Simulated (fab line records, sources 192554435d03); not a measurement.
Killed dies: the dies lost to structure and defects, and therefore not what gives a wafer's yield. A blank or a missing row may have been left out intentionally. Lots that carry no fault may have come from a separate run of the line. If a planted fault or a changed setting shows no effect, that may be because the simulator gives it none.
Problem report in the 8D (eight disciplines) form, filled by code ; flow n5_finfet ; the parts of the form that need people (team, actions taken, sign-off) are left out

== 1. WHAT WENT WRONG ==
At N5_BEOL_M10_CMP_52, barrier_field_endpoint_s averages 37.4 s over 3 wafers from 2 lots, while fault-free wafers read 28.9 s, standard deviation 0.78. That is +11 standard deviations from the usual mean.
The step: polishes, stops on SiCOH lowk, t overpolish 7 s, target thk 140 nm.
Earliest sighting: wafer L522.3 on cmp-01 at day 13 22:52. The record holds 29 wafers of 11 lots with a number at this step. Rule for "out", or "out of limits": more than 4 standard deviations from the usual mean. Any other wafer with a number is counted as sound.

== 2. WHAT IT IS AND WHAT IT IS NOT ==
question;is;is not
which readings at this step;barrier_field_endpoint_s;motor_current_A, retaining_ring_pressure_frac
which lots;L522, L525;L512, L513, L515, L517, L520, L528, L530, L532, L533
which wafers of those lots;L522.3, L522.6, L525.3;L525.4, L525.5
read on which tools;cmp-01, cmp-04;cmp-02
when;from day 13 22:52;"up to then (13 sound wafers); but 13 sound wafers of L525, L528, L530, L532, L533 came after"

== 3. SUSPECTS, AND WHAT RULES EACH OUT ==
Counting: a tool at a process step up to the reading stays a suspect if it ran every lot that is out. Sound lots after the first of them don't rule it out here, since some wafers of a struck lot are sound.
- pecvd-04 at N5_BEOL_M10_PECVD_70 (deposits SiO2 from TEOS/O2, target thk 20 nm, time 22.7 s): kept. Every lot that is out went through it, the first being L522 (day 13 14:47); the last sound lot it ran before that was L515 (day 12 03:42).
Remaining after the count: pecvd-04 at N5_BEOL_M10_PECVD_70.

== 4. THE CAUSE (what the simulator had put in) ==
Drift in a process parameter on pecvd-04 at N5_BEOL_M10_PECVD_70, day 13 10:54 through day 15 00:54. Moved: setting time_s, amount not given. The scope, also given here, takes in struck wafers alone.
Counting left only this tool.

== 5. THE EFFECT CHAIN, in route order ==
Each row: a reading whose mean over the struck wafers that have a number lies more than 3 standard deviations from the usual. Only readings for which the record gives a usual standard deviation are gone through. hours: the time from each lot's start at the first step in this table that gives one to its start at this step, as a median over the lots. sigmas: the change in usual standard deviations.
hours;step;reading;usual;on struck wafers;change;sigmas
0;N5_BEOL_M10_CMP_52;barrier_field_endpoint_s;28.9 s;37.4;+8.5;+11
The process steps in it:
- N5_BEOL_M10_CMP_52: polishes, stops on SiCOH lowk, t overpolish 7 s, target thk 140 nm.
Later measuring or inspecting steps at which every struck wafer that the step has a row for has a number for every such reading, and none has moved that far: N5_BEOL_M10_THK_MEAS_53.

== 6. HOW IT WOULD HAVE BEEN CAUGHT EARLIER ==
First out-of-limits reading in this record: day 13 22:52, which is 12 hours after fault onset at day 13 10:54.
No tool reading at N5_BEOL_M10_PECVD_70 that has a usual standard deviation in the record was out on any struck wafer, so an alarm limit of 4 standard deviations on those readings would not have fired.
Among the 2 lots that are out, L525 began N5_BEOL_M10_PECVD_70 on pecvd-04 after day 13 22:52. A hold on the tool at that time would have spared it.
